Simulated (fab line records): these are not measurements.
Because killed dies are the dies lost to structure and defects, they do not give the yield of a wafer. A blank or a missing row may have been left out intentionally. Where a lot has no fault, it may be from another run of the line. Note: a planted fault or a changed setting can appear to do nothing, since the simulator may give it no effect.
The tool behind it: which one? ; flow n5-finfet ; Sampling: 24 lots, 72 wafers, 6 of 1938 route steps

WHAT THE GAUGES READ, wafer by wafer
N5_BEOL_M10_INSPECT_30: inspects for defects (brightfield). Usual: raw-defect-count reads 429 (standard deviation 100).
lot;measured;on;raw-defect-count;flag
L076;day 11 14:52;defect-inspect-02;561 506 581;
L074;day 11 19:24;defect-inspect-01;440 448 523;
L075;day 11 22:44;defect-inspect-01;320 373 386;
L077;day 11 22:34;defect-inspect-01;297 295 417;
L078;day 12 17:40;defect-inspect-01;272 413 363;
L080;day 12 21:52;defect-inspect-01;425 381 460;
L079;day 12 21:42;defect-inspect-02;696 614 530;
L081;day 12 22:18;defect-inspect-01;336 435 341;
L082;day 13 06:55;defect-inspect-01;288 337 300;
L083;day 14 04:44;defect-inspect-01;379 289 322;
L084;day 14 08:29;defect-inspect-02;502 485 632;
L087;day 14 15:23;defect-inspect-01;319 397 353;
L085;day 14 17:13;defect-inspect-01;642 421 294;
L086;day 14 18:35;defect-inspect-02;656 516 599;
L091;day 15 21:15;defect-inspect-02;586 367 466;
L089;day 16 00:40;defect-inspect-01;428 422 366;
L090;day 16 00:38;defect-inspect-02;397 328 408;
L088;day 16 00:50;defect-inspect-01;582 303 355;
L092;day 16 01:01;defect-inspect-01;303 513 406;
L094;day 16 11:56;defect-inspect-02;305 467 296;
L093;day 16 14:04;defect-inspect-02;546 502 454;
L095;day 16 22:51;defect-inspect-01;433 340 450;
L097;day 17 08:54;defect-inspect-02;483 633 478;
L096;day 17 09:04;defect-inspect-02;492 406 402;

N5_BEOL_M10_INSPECT_58: inspects for defects (darkfield). Usual: raw-defect-count reads 76 (standard deviation 25).
lot;measured;on;raw-defect-count;flag
L076;day 11 18:30;defect-inspect-02;71 86 167;
L074;day 11 22:20;defect-inspect-01;75 49 35;
L075;day 12 02:09;defect-inspect-01;65 42 66;
L077;day 12 01:48;defect-inspect-02;110 104 111;
L078;day 12 21:31;defect-inspect-01;48 57 71;
L080;day 13 01:38;defect-inspect-02;132 95 86;
L079;day 13 01:20;defect-inspect-02;135 115 87;
L081;day 13 03:40;defect-inspect-01;72 83 81;
L082;day 13 11:46;defect-inspect-01;157 82 60;
L083;day 14 07:46;defect-inspect-02;62 64 84;
L084;day 14 12:12;defect-inspect-02;56 67 115;
L087;day 14 18:51;defect-inspect-01;68 87 70;
L085;day 14 20:58;defect-inspect-02;55 76 86;
L086;day 14 21:58;defect-inspect-02;68 60 38;
L091;day 16 02:08;defect-inspect-01;98 54 96;
L089;day 16 04:11;defect-inspect-01;59 52 63;
L090;day 16 03:37;defect-inspect-01;65 75 79;
L088;day 16 05:32;defect-inspect-01;58 54 85;
L092;day 16 06:51;defect-inspect-02;78 66 86;
L094;day 16 16:50;defect-inspect-01;90 60 91;
L093;day 16 18:04;defect-inspect-02;94 72 99;
L095;day 17 02:55;defect-inspect-02;70 86 76;
L097;day 17 12:19;defect-inspect-01;59 66 78;
L096;day 17 14:25;defect-inspect-02;52 41 57;

TOOL THAT RAN EACH LOT (tool first, then ch and the chambers of the sampled wafers, then the start)
lot;N5_BEOL_M9_ALD_74;N5_BEOL_M10_HM_OPEN_17;N5_BEOL_M10_CURE_72;N5_BEOL_M10_SPUTTER_48
L076;ald-metal-02 ch 0,1, day 11 08:43;rie-metal-02 ch 0,1, day 11 13:11;uv-cure-01 ch 0, day 11 15:51;pvd-sputter-01, day 11 16:59
L074;ald-metal-02 ch 0,1,2, day 11 11:48;rie-metal-02 ch 0,1, day 11 16:13;uv-cure-02 ch 1, day 11 20:07;pvd-sputter-02, day 11 21:19
L075;ald-metal-04 ch 0,1,2, day 11 15:52;rie-metal-01 ch 1, day 11 21:12;uv-cure-03 ch 0, day 11 23:28;pvd-sputter-02, day 12 00:36
L077;ald-metal-03 ch 1,2,3, day 11 16:01;rie-metal-03 ch 0,1, day 11 21:13;uv-cure-02 ch 2, day 11 23:20;pvd-sputter-01, day 12 00:31
L078;ald-metal-03 ch 0,1,2, day 12 10:04;rie-metal-03 ch 0,1, day 12 15:14;uv-cure-02 ch 2, day 12 18:38;pvd-sputter-03, day 12 19:53
L080;ald-metal-04 ch 1,2,3, day 12 15:33;rie-metal-03 ch 0,1, day 12 20:53;uv-cure-01 ch 1, day 12 22:41;pvd-sputter-01, day 12 23:59
L079;ald-metal-02 ch 0,2,3, day 12 15:55;rie-metal-01 ch 0, day 12 20:31;uv-cure-03 ch 2, day 12 22:32;pvd-sputter-03, day 12 23:58
L081;ald-metal-04 ch 1,2,3, day 12 16:17;rie-metal-03 ch 0,1, day 12 21:23;uv-cure-02 ch 2, day 12 23:27;pvd-sputter-01, day 13 02:08
L082;ald-metal-04 ch 0,1, day 12 23:27;rie-metal-02 ch 0,1, day 13 05:01;uv-cure-01 ch 2, day 13 07:38;pvd-sputter-02, day 13 10:32
L083;ald-metal-04 ch 1,2,3, day 13 18:31;rie-metal-01 ch 0,1, day 14 00:29;uv-cure-02 ch 2, day 14 05:28;pvd-sputter-01, day 14 06:47
L084;ald-metal-03 ch 0,1,2, day 14 00:53;rie-metal-02 ch 0, day 14 06:32;uv-cure-01 ch 2, day 14 09:33;pvd-sputter-03, day 14 10:39
L087;ald-metal-02 ch 0,2,3, day 14 09:54;rie-metal-03 ch 0,1, day 14 14:40;uv-cure-02 ch 0, day 14 16:09;pvd-sputter-03, day 14 17:50
L085;ald-metal-03 ch 0,2,3, day 14 09:57;rie-metal-03 ch 0,1, day 14 15:30;uv-cure-01 ch 1, day 14 18:02;pvd-sputter-01, day 14 19:54
L086;ald-metal-02 ch 0,1,2, day 14 10:10;rie-metal-03 ch 0,1, day 14 15:34;uv-cure-01 ch 0, day 14 19:19;pvd-sputter-03, day 14 20:34
L091;ald-metal-04 ch 0,2,3, day 15 15:46;rie-metal-01 ch 0,1, day 15 20:29;uv-cure-01 ch 2, day 15 22:34;pvd-sputter-03, day 16 01:08
L089;ald-metal-02 ch 0,3, day 15 15:55;rie-metal-01 ch 1, day 15 21:05;uv-cure-01 ch 0, day 16 01:50;pvd-sputter-02, day 16 02:45
L090;ald-metal-04 ch 0,2, day 15 16:15;rie-metal-01 ch 0,1, day 15 22:09;uv-cure-01 ch 1, day 16 01:29;pvd-sputter-02, day 16 02:35
L088;ald-metal-02 ch 1,2,3, day 15 17:34;rie-metal-02 ch 0,1, day 15 22:26;uv-cure-02 ch 2, day 16 01:55;pvd-sputter-01, day 16 04:33
L092;ald-metal-03 ch 1,2, day 15 18:55;rie-metal-02 ch 0, day 15 22:44;uv-cure-03 ch 0, day 16 02:29;pvd-sputter-02, day 16 05:52
L094;ald-metal-04 ch 0,1,3, day 16 07:01;rie-metal-02 ch 0,1, day 16 11:11;uv-cure-02 ch 0, day 16 12:50;pvd-sputter-01, day 16 15:26
L093;ald-metal-02 ch 0,1,3, day 16 07:14;rie-metal-01 ch 0,1, day 16 11:25;uv-cure-02 ch 2, day 16 15:01;pvd-sputter-03, day 16 16:27
L095;ald-metal-03 ch 1,2,3, day 16 15:25;rie-metal-02 ch 0,1, day 16 20:35;uv-cure-01 ch 2, day 16 23:47;pvd-sputter-02, day 17 01:12
L097;ald-metal-04 ch 0,1,3, day 17 00:13;rie-metal-03 ch 0,1, day 17 05:04;uv-cure-02 ch 1, day 17 09:38;pvd-sputter-02, day 17 11:07
L096;ald-metal-02 ch 0,1,2, day 17 00:17;rie-metal-01 ch 0,1, day 17 05:20;uv-cure-03 ch 0, day 17 09:59;pvd-sputter-01, day 17 13:13
- N5_BEOL_M9_ALD_74: deposits TaN, target thk 2 nm, pulse time 2 s, purge time 3 s.
- N5_BEOL_M10_HM_OPEN_17: chemistry Cl2/BCl3, target TiN, target depth 20 nm, overetch 6 nm.
- N5_BEOL_M10_CURE_72: cures SiCOH lowk, time 120 s.
- N5_BEOL_M10_SPUTTER_48: material Cu, target thk 12 nm, time 2 s.

WHAT THE TOOLS THEMSELVES READ (means of the sampled wafers that have a number; where no wafer has one, the mark that the record gives instead)
N5_BEOL_M9_ALD_74. Usual: heater-power-w reads 387 W (standard deviation 54).
lot;tool;heater-power-w (W);flag
L076;ald-metal-02;322;
L074;ald-metal-02;327;
L075;ald-metal-04;370;
L077;ald-metal-03;458;
L078;ald-metal-03;430;
L080;ald-metal-04;368;
L079;ald-metal-02;379;
L081;ald-metal-04;368;
L082;ald-metal-04;377;
L083;ald-metal-04;375;
L084;ald-metal-03;429;
L087;ald-metal-02;382;
L085;ald-metal-03;453;
L086;ald-metal-02;332;
L091;ald-metal-04;365;
L089;ald-metal-02;384;
L090;ald-metal-04;363;
L088;ald-metal-02;358;
L092;ald-metal-03;438;
L094;ald-metal-04;371;
L093;ald-metal-02;368;
L095;ald-metal-03;468;
L097;ald-metal-04;372;
L096;ald-metal-02;334;

N5_BEOL_M10_HM_OPEN_17. Usual: drypump-motor-current-A 5.7 A, standard deviation 0.59; oes_ar_750_au 0.81 a.u., standard deviation 0.091; oes-product-au 0.70 a.u., standard deviation 0.085; throttle-valve-pct 22.13 %, standard deviation 0.22.
lot;tool;drypump-motor-current-A (A);oes_ar_750_au (a.u.);oes-product-au (a.u.);throttle-valve-pct (%);flag
L076;rie-metal-02;5.8;0.75;0.67;21.98;
L074;rie-metal-02;5.8;0.75;0.66;21.98;
L075;rie-metal-01;5.1;0.62;0.53;22.24;
L077;rie-metal-03;5.2;0.82;0.70;22.04;
L078;rie-metal-03;5.2;0.81;0.69;22.06;
L080;rie-metal-03;5.2;0.80;0.68;22.05;
L079;rie-metal-01;6.7;0.77;0.64;22.46;
L081;rie-metal-03;5.2;0.80;0.69;22.04;
L082;rie-metal-02;5.7;0.74;0.66;21.99;
L083;rie-metal-01;6.2;0.82;0.69;22.32;
L084;rie-metal-02;5.7;0.80;0.71;21.83;
L087;rie-metal-03;5.2;0.84;0.72;22.13;
L085;rie-metal-03;5.2;0.84;0.73;22.12;
L086;rie-metal-03;5.2;0.79;0.68;22.07;
L091;rie-metal-01;6.2;0.79;0.67;22.34;
L089;rie-metal-01;5.1;0.91;0.77;22.02;
L090;rie-metal-01;6.2;0.79;0.68;22.33;
L088;rie-metal-02;5.8;0.84;0.74;21.95;
L092;rie-metal-02;5.7;0.80;0.69;21.85;
L094;rie-metal-02;5.8;0.87;0.78;22.05;
L093;rie-metal-01;6.2;0.79;0.68;22.32;
L095;rie-metal-02;5.8;0.86;0.77;22.05;
L097;rie-metal-03;5.2;0.77;0.66;22.07;
L096;rie-metal-01;5.6;0.84;0.71;22.19;

N5_BEOL_M10_CURE_72. Usual: lamp-power-pct 52.30 %, standard deviation 0.061; wafer_temp_C_max 371.6, standard deviation 0.67.
lot;tool;lamp-power-pct (%);wafer_temp_C_max;flag
L076;uv-cure-01;52.38;371.5;
L074;uv-cure-02;52.34;372.0;
L075;uv-cure-03;52.31;371.1;
L077;uv-cure-02;52.29;371.4;
L078;uv-cure-02;52.29;371.8;
L080;uv-cure-01;52.31;371.6;
L079;uv-cure-03;52.28;372.2;
L081;uv-cure-02;52.31;372.1;
L082;uv-cure-01;52.27;370.7;
L083;uv-cure-02;52.33;372.1;
L084;uv-cure-01;52.35;370.7;
L087;uv-cure-02;52.34;372.2;
L085;uv-cure-01;52.34;371.8;
L086;uv-cure-01;52.31;371.1;
L091;uv-cure-01;52.29;371.0;
L089;uv-cure-01;52.32;371.1;
L090;uv-cure-01;52.34;372.1;
L088;uv-cure-02;52.22;372.1;
L092;uv-cure-03;52.34;370.9;
L094;uv-cure-02;52.28;372.3;
L093;uv-cure-02;52.28;371.7;
L095;uv-cure-01;52.32;370.8;
L097;uv-cure-02;52.27;371.9;
L096;uv-cure-03;52.28;370.5;

N5_BEOL_M10_SPUTTER_48. Usual: throttle-valve-pct reads 30.1 % (standard deviation 1.1).
lot;tool;throttle-valve-pct (%);flag
L076;pvd-sputter-01;31.2;
L074;pvd-sputter-02;29.6;
L075;pvd-sputter-02;29.3;
L077;pvd-sputter-01;31.1;
L078;pvd-sputter-03;30.1;
L080;pvd-sputter-01;31.5;
L079;pvd-sputter-03;30.1;
L081;pvd-sputter-01;31.4;
L082;pvd-sputter-02;29.7;
L083;pvd-sputter-01;31.1;
L084;pvd-sputter-03;29.5;
L087;pvd-sputter-03;30.2;
L085;pvd-sputter-01;31.4;
L086;pvd-sputter-03;29.2;
L091;pvd-sputter-03;30.1;
L089;pvd-sputter-02;29.7;
L090;pvd-sputter-02;29.2;
L088;pvd-sputter-01;31.5;
L092;pvd-sputter-02;29.4;
L094;pvd-sputter-01;30.8;
L093;pvd-sputter-03;29.4;
L095;pvd-sputter-02;28.7;
L097;pvd-sputter-02;29.0;
L096;pvd-sputter-01;31.1;

THE ANSWER, worked out from the rows above alone
Rule: take the mean of a lot's wafers that have a number; if it is more than 3 standard deviations from the usual mean, the lot is off. A lot without any number at a reading at which 4 lots or more have one is off too. Any other lot the step has rows for is counted as sound. Order of review: gauges by route order, followed by the tools' own readings, for which a lot's mean as printed above is used. The first step at which some lot is off is used, and at that step the reading that is off furthest; a lot without a number counts as furthest.
Nothing can be told from this: no lot is off at any reading shown.

WHAT WAS PUT IN BY THE SIMULATOR
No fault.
